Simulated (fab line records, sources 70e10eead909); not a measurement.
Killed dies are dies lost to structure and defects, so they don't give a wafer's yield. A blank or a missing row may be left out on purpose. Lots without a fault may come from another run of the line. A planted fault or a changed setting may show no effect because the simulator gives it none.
Which tool did it? | flow nand_harc | 10 lots, 30 wafers sampled, at 6 steps of a route of 1302

WHAT THE GAUGES READ, wafer by wafer
NHARC_END_SORT_01.
lot  | measured     | on        | killed_at_array
L748 | day 33 05:36 | prober-02 | 125 113 130
L749 | day 33 08:02 | prober-01 | 144 138 104

WHICH TOOL RAN EACH LOT (tool, then ch and the chambers of the sampled wafers, then the start)
lot  | NHARC_A_CONTACT_ETCH_76            | NHARC_A_CONTACT_ETCH_133             | NHARC_A_CONTACT_ETCH_106           | NHARC_A_CONTACT_DESCUM_13          | NHARC_A_CONTACT_ETCH_136
L734 | rie_diel-06 ch 1,3, day 24 20:42   | har_cap_etch-01 ch 0,1, day 24 23:38 | rie_diel-06 ch 0,1, day 25 01:41   | rie_diel-06 ch 0,2,3, day 25 10:45 | har_cap_etch-02 ch 0,1, day 25 12:23
L739 | rie_diel-02 ch 2,3, day 25 17:46   | har_cap_etch-03 ch 0,1, day 25 20:44 | rie_diel-06 ch 0,1,2, day 25 22:02 | rie_diel-09 ch 0,1,2, day 26 01:19 | har_cap_etch-02 ch 0,1, day 26 03:02
L740 | rie_diel-06 ch 1,3, day 26 06:17   | har_cap_etch-03 ch 0,1, day 26 09:19 | rie_diel-02 ch 0,1,2, day 26 10:34 | rie_diel-06 ch 0,1,3, day 26 15:34 | har_cap_etch-02 ch 1, day 26 17:13
L741 | rie_diel-09 ch 2,3, day 27 01:00   | har_cap_etch-02 ch 0, day 27 03:59   | rie_diel-09 ch 1,2,3, day 27 05:18 | rie_diel-09 ch 2,3, day 27 13:19   | har_cap_etch-03 ch 1, day 27 15:02
L744 | rie_diel-09 ch 0,2, day 28 21:07   | har_cap_etch-02 ch 0,1, day 29 00:10 | rie_diel-02 ch 1,3, day 29 01:52   | rie_diel-02 ch 0,2,3, day 29 07:12 | har_cap_etch-03 ch 0,1, day 29 10:02
L748 | rie_diel-09 ch 0,1, day 29 13:31   | har_cap_etch-01 ch 0,1, day 29 16:38 | rie_diel-09 ch 0,1,2, day 29 17:47 | rie_diel-02 ch 2,3, day 30 05:16   | har_cap_etch-03 ch 0,1, day 30 07:12
L749 | rie_diel-09 ch 1,2,3, day 30 04:58 | har_cap_etch-02 ch 1, day 30 08:00   | rie_diel-02 ch 0,1, day 30 09:31   | rie_diel-02 ch 1,3, day 30 14:36   | har_cap_etch-03 ch 0, day 30 16:11
L750 | rie_diel-06 ch 0,1,3, day 30 07:59 | har_cap_etch-01 ch 0,1, day 30 11:05 | rie_diel-02 ch 0,1,2, day 30 12:23 | rie_diel-09 ch 1,3, day 30 15:34   | har_cap_etch-02 ch 0,1, day 30 17:13
L751 | rie_diel-02 ch 0,1,3, day 31 07:42 | har_cap_etch-03 ch 0,1, day 31 10:44 | rie_diel-06 ch 0,1,2, day 31 12:28 | rie_diel-02 ch 1,2,3, day 31 15:46 | har_cap_etch-02 ch 0,1, day 31 17:34
L753 | rie_diel-06 ch 1,2,3, day 31 10:50 | har_cap_etch-02 ch 0,1, day 31 13:55 | rie_diel-06 ch 0,1,3, day 31 15:15 | rie_diel-06 ch 1,2,3, day 31 18:37 | har_cap_etch-01 ch 0,1, day 31 20:14
- NHARC_A_CONTACT_ETCH_76: etches the open film in N2/H2, target depth 260 nm, time 475.3 s.
- NHARC_A_CONTACT_ETCH_133: etches the open film in C4F8/O2/Ar, time 374 s, target depth 1610 nm.
- NHARC_A_CONTACT_ETCH_106: etches the open film in CF4/O2, target depth 90 nm, overetch 9 nm, time 49.5 s.
- NHARC_A_CONTACT_DESCUM_13: chemistry O2, time 3 s.
- NHARC_A_CONTACT_ETCH_136: etches the open film in C4F8/O2/Ar, time 311 s, target depth 1912 nm.

THE ANSWER, worked out from the rows above alone
Rule: what is usual is taken from the lots themselves. Put in order of their means at a reading, lots are off if they are a third of the lots or fewer, leave a main group of 4 or more, and stand apart from it by a gap of 3 or more times the standard deviation of the main group's means; of several such gaps the widest counts. A main group whose means are all the same, to the digits that the tables above print for the reading, isn't used. A lot without any number at a reading at which 4 lots or more have one is off too. The other lots that the step has rows for count as sound.
No lot is off at any reading shown: from this, nothing can be told.

WHAT THE SIMULATOR HAD PUT IN
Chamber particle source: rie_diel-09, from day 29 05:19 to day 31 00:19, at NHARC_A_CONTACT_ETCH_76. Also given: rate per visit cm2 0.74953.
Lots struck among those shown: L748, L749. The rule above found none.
